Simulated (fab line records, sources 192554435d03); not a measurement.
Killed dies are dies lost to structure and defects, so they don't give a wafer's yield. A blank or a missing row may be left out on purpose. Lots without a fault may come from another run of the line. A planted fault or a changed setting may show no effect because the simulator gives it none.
Chamber matching | flow n5_finfet | N5_HKMG_FIN_CVD_62 on thermal_cvd_si-02: 3 sister chambers
The step deposits a-Si from Si2H6, target thk 3 nm, time 20.8 s. 6 wafers are shown with their chamber, then 11 later ones without.

WAFERS WITH THEIR CHAMBER
wafer  | chamber | heater_power_w (W)
L086.3 | 2       | 1253
L086.4 | 0       | 1447
L088.1 | 2       | 1234
L088.3 | 0       | 1439
L088.4 | 1       | 1518
L090.1 | 1       | 1509

WAFERS WITHOUT THEIR CHAMBER
wafer  | heater_power_w (W)
L090.3 | 1248
L090.5 | 1475
L093.2 | 1253
L093.4 | 1272
L093.6 | 1462
L094.3 | 1500
L094.5 | 1464
L094.6 | 1262
L096.1 | 1393
L096.4 | 1223
L096.5 | 1430

WHICH CHAMBER EACH WENT THROUGH
wafer  | from the rows above     | in truth
L090.3 | 2                       | 2
L090.5 | can't be placed: 0 or 1 | 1
L093.2 | 2                       | 2
L093.4 | 2                       | 2
L093.6 | 0                       | 0
L094.3 | 1                       | 1
L094.5 | 0                       | 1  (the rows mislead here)
L094.6 | 2                       | 2
L096.1 | 0                       | 0
L096.4 | 2                       | 2
L096.5 | 0                       | 0
Placed correctly: 9 of 11. Can't be placed from these rows: 1 (the true chamber is among the candidates in 1). Placed wrongly: 1.
How it was worked out, from the rows above alone: a wafer's distance from a chamber is the root of the sum, over the readings, of the square of ((its reading less the chamber's mean) divided by the reading's scatter). The wafer belongs to the nearest chamber; if the next one is less than 2 further off, it can't be placed. A chamber's mean is the mean of its shown wafers. The scatter: the root of (the sum of the squares of (reading less its chamber's mean) over the shown wafers, divided by (wafers less chambers)).
